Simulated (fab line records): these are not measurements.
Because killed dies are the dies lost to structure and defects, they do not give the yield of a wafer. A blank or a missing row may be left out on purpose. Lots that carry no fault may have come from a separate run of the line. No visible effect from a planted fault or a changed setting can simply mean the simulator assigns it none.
The tool behind it: which one?    flow n5-finfet    9 lots, 26 wafers sampled, at 4 steps of a route of 1938

== WHAT THE GAUGES READ, wafer by wafer ==
N5_BEOL_M4_RC_MEAS_101. Usual: DIBL_N 36.0 mV/V, standard deviation 1.6; DIBL_P 35.8 mV/V, standard deviation 2; IOFF_N 0.152 nA/um, standard deviation 0.03; IOFF_P 0.20 nA/um, standard deviation 0.031; ION_N 670 uA/um, standard deviation 12; ION_P 459 uA/um, standard deviation 7.4; SS_N 71.5 mV/dec, standard deviation 0.56; SS_P 73.2 mV/dec, standard deviation 0.64; VT_N 251 mV, standard deviation 3.5; VT_P -252 mV, standard deviation 3.3.
lot   measured      on         DIBL_N (mV/V)   DIBL_P (mV/V)   IOFF_N (nA/um)     IOFF_P (nA/um)  ION_N (uA/um)  ION_P (uA/um)  SS_N (mV/dec)   SS_P (mV/dec)   VT_N (mV)    VT_P (mV)       flag
L273  day 9 08:02   prober-02  36.5 36.4 35.1  36.9 36.1 35.6  0.170 0.159 0.143  0.23 0.22 0.22  681 664 675    467 457 469    72.2 72.2 72.0  73.9 73.9 73.2  246 251 252  -247 -246 -246  
L274  day 9 11:49   prober-02  36.7 36.7 33.5  35.8 35.5 31.3  0.154 0.141 0.101  0.20 0.19 0.15  674 657 650    462 454 450    72.0 71.0 71.0  73.0 73.0 72.1  251 254 255  -253 -254 -256  
L275  day 9 13:56   prober-02  37.0 35.3 35.9  37.4 34.5 34.9  0.162 0.136 0.135  0.21 0.17 0.18  683 675 659    468 464 451    70.9 71.0 70.8  74.1 72.6 73.1  248 249 252  -250 -253 -255  
L277  day 10 03:13  prober-01  37.4 35.9 37.2  36.7 35.6 37.0  0.151 0.125 0.155  0.20 0.18 0.20  674 656 680    461 455 463    71.8 71.3 72.1  73.6 73.2 73.6  253 255 250  -252 -250 -253  
L284  day 12 11:36  prober-01  36.2 37.3       35.1 37.2       0.121 0.154        0.17 0.21       644 669        446 456        71.9 72.3       72.7 73.1       260 253      -257 -252       
L295  day 15 06:46  prober-01  35.3 35.7 37.0  36.1 36.1 37.1  0.156 0.171 0.177  0.23 0.22 0.23  681 677 676    467 468 465    71.0 71.2 71.9  73.7 74.0 74.4  248 249 251  -249 -250 -250  
L296  day 15 11:20  prober-02  34.3 31.8 33.2  34.4 30.1 32.1  0.129 0.087 0.113  0.17 0.11 0.14  655 632 658    454 435 449    70.4 71.7 71.2  72.7 71.6 72.2  250 259 255  -253 -261 -258  

== WHAT TOOL EACH LOT RAN ON (gives the tool, then ch and the chambers of the sampled wafers, and finally the start) ==
lot   N5_BEOL_M3_ALD_98                  N5_BEOL_M3_ETCH_70                  N5_BEOL_M3_VIA_ETCH_34
L273  ald-sin-04 ch 0,2,3, day 7 12:52   rie-diel-03 ch 0,1, day 7 14:06     rie-diel-03 ch 0,1, day 7 14:12
L274  ald-sin-02 ch 2,3, day 7 13:59     rie-diel-04 ch 0,1,3, day 7 16:15   rie-diel-04 ch 0,1,3, day 7 16:21
L275  ald-sin-02 ch 1,2,3, day 8 01:27   rie-diel-01 ch 1,2,3, day 8 01:39   rie-diel-01 ch 1,2,3, day 8 01:45
L277  ald-sin-04 ch 1,2,3, day 8 18:29   rie-diel-03 ch 0,2,3, day 8 21:38   rie-diel-03 ch 0,2,3, day 8 21:44
L284  ald-sin-02 ch 2, day 10 14:53      rie-diel-03 ch 0,3, day 11 22:34    rie-diel-03 ch 0,3, day 11 22:40
L285  ald-sin-02 ch 0,1, day 10 20:37    rie-diel-04 ch 1,2, day 11 23:47    rie-diel-04 ch 1,2, day 11 23:53
L288  ald-sin-02 ch 0,2,3, day 10 21:10  rie-diel-01 ch 0,1,2, day 12 03:01  rie-diel-01 ch 0,1,2, day 12 03:08
L295  ald-sin-04 ch 0,1,3, day 13 07:37  rie-diel-04 ch 2,3, day 14 02:27    rie-diel-04 ch 2,3, day 14 02:33
L296  ald-sin-02 ch 0,2,3, day 13 22:02  rie-diel-01 ch 1,2, day 14 07:28    rie-diel-01 ch 1,2, day 14 07:34
- N5_BEOL_M3_ALD_98: deposits SiO2, target thk 2.5 nm, pulse time 1 s, co reactant pulse time 1 s.
- N5_BEOL_M3_ETCH_70: etches SOC in N2/H2, target depth 80 nm, overetch 16 nm, time 120 s.
- N5_BEOL_M3_VIA_ETCH_34: etches the open film in C4F6/O2, target depth 69.4 nm, time 65.9 s.

== AS READ BY THE TOOLS THEMSELVES (means over the sampled wafers that have a number; for cases with no such wafer, the mark the record gives instead) ==
N5_BEOL_M3_ALD_98. Usual: heater-power-w 80 W, standard deviation 7.1; precursor-pulse-height-rel 0.998, standard deviation 0.02.
lot   tool        heater-power-w (W)  precursor-pulse-height-rel  flag
L273  ald-sin-04  79                  0.997                       
L274  ald-sin-02  89                  1.015                       
L275  ald-sin-02  86                  1.013                       
L277  ald-sin-04  75                  0.980                       
L284  ald-sin-02  84                  1.016                       
L285  ald-sin-02  82                  0.994                       
L288  ald-sin-02  83                  1.004                       
L295  ald-sin-04  79                  0.999                       
L296  ald-sin-02  82                  0.991                       

N5_BEOL_M3_ETCH_70. Usual: bias-w 150.0 W, standard deviation 0.45; chamber-pressure-mTorr 29.999 mTorr, standard deviation 0.027; drypump-motor-current-A 5.8 A, standard deviation 0.5; n2-flow-sccm 200.1 sccm, standard deviation 0.61; oes-product-au 0.58 a.u., standard deviation 0.05; rf-fwd-power-W 835.4 W, standard deviation 2.8; rf-vpp-V 524.0 V, standard deviation 2.3; showerhead-plenum-p-Torr 2.55 Torr, standard deviation 0.078; throttle-valve-pct 17.95 %, standard deviation 0.28.
lot   tool         bias-w (W)  chamber-pressure-mTorr (mTorr)  drypump-motor-current-A (A)  n2-flow-sccm (sccm)  oes-product-au (a.u.)  rf-fwd-power-W (W)  rf-vpp-V (V)  showerhead-plenum-p-Torr (Torr)  throttle-valve-pct (%)  flag
L273  rie-diel-03  149.8       29.991                          5.7                          200.6                0.56                   835.9               525.1         2.61                             18.06                   
L274  rie-diel-04  150.1       29.961                          6.0                          200.6                0.58                   836.2               524.4         2.55                             18.02                   
L275  rie-diel-01  150.0       29.991                          6.1                          200.4                0.57                   834.7               524.8         2.58                             17.94                   
L277  rie-diel-03  149.9       29.973                          5.4                          200.8                0.59                   837.2               524.2         2.56                             17.99                   
L284  rie-diel-03  149.9       29.995                          5.7                          200.3                0.59                   837.0               523.2         2.50                             17.97                   
L285  rie-diel-04  150.0       30.013                          5.8                          199.8                0.62                   834.4               521.6         2.48                             18.17                   
L288  rie-diel-01  150.2       30.034                          6.0                          200.2                0.60                   835.1               523.2         2.52                             17.84                   
L295  rie-diel-04  150.1       30.015                          5.5                          200.3                0.63                   834.4               523.5         2.51                             17.85                   
L296  rie-diel-01  150.0       29.983                          5.9                          200.0                0.55                   837.3               524.2         2.55                             18.10                   

N5_BEOL_M3_VIA_ETCH_34. Usual: C4F6_flow_sccm 9.997 sccm, standard deviation 0.029; O2_flow_sccm 10.00 sccm, standard deviation 0.031; drypump-motor-current-A 5.8 A, standard deviation 0.5; mfc-ar-sccm 300.1 sccm, standard deviation 0.95; oes_o_777_au 0.76 a.u., standard deviation 0.068; oes-product-au 0.76 a.u., standard deviation 0.069; rf-fwd-power-W 346.9 W, standard deviation 1.3; rf-vpp-V 669 V, standard deviation 10; showerhead-plenum-p-Torr 2.85 Torr, standard deviation 0.091; throttle-valve-pct 30.92 %, standard deviation 0.29.
lot   tool         C4F6_flow_sccm (sccm)  O2_flow_sccm (sccm)  drypump-motor-current-A (A)  mfc-ar-sccm (sccm)  oes_o_777_au (a.u.)  oes-product-au (a.u.)  rf-fwd-power-W (W)  rf-vpp-V (V)  showerhead-plenum-p-Torr (Torr)  throttle-valve-pct (%)  flag
L273  rie-diel-03  10.004                 9.99                 5.7                          299.8               0.74                 0.73                   346.5               675           2.91                             31.01                   
L274  rie-diel-04  10.027                 10.03                6.0                          300.4               0.73                 0.75                   345.5               676           2.84                             30.94                   
L275  rie-diel-01  10.004                 9.99                 6.0                          300.0               0.75                 0.74                   346.9               663           2.88                             30.93                   
L277  rie-diel-03  10.002                 10.01                5.4                          300.9               0.80                 0.78                   346.7               663           2.86                             31.12                   
L284  rie-diel-03  10.013                 9.99                 5.7                          300.1               0.80                 0.77                   346.2               662           2.80                             31.07                   
L285  rie-diel-04  -                      -                    -                            -                   -                    -                      -                   -             -                                -                       OFF
L288  rie-diel-01  -                      -                    -                            -                   -                    -                      -                   -             -                                -                       OFF
L295  rie-diel-04  10.001                 9.95                 5.4                          300.8               0.80                 0.82                   347.8               668           2.81                             30.86                   
L296  rie-diel-01  10.004                 10.00                5.9                          300.0               0.71                 0.71                   348.1               657           2.86                             31.12                   

== THE ANSWER, worked out from the rows above alone ==
Rule: lot off if the mean of its wafers having a number is beyond 3 standard deviations from the usual mean. Also off: a lot with no number at a reading for which 4 or more lots have one. Where the step has rows for the other lots, those lots are counted as sound. The gauges are gone through in route order, then the tools' own readings, and for those a lot's mean is taken as printed above. The first step at which some lot is off is used, and at that step the reading that is off furthest; a lot without a number counts as furthest.
Off: L285, L288, at N5_BEOL_M3_VIA_ETCH_34 (C4F6_flow_sccm). Without a number there: L285, L288.
If a tool, at that step or one of the process steps before it, ran each lot that is off and ran no sound lot following the first of them, it fits. None of those tried fits.

== WHAT THE SIMULATOR PUT IN ==
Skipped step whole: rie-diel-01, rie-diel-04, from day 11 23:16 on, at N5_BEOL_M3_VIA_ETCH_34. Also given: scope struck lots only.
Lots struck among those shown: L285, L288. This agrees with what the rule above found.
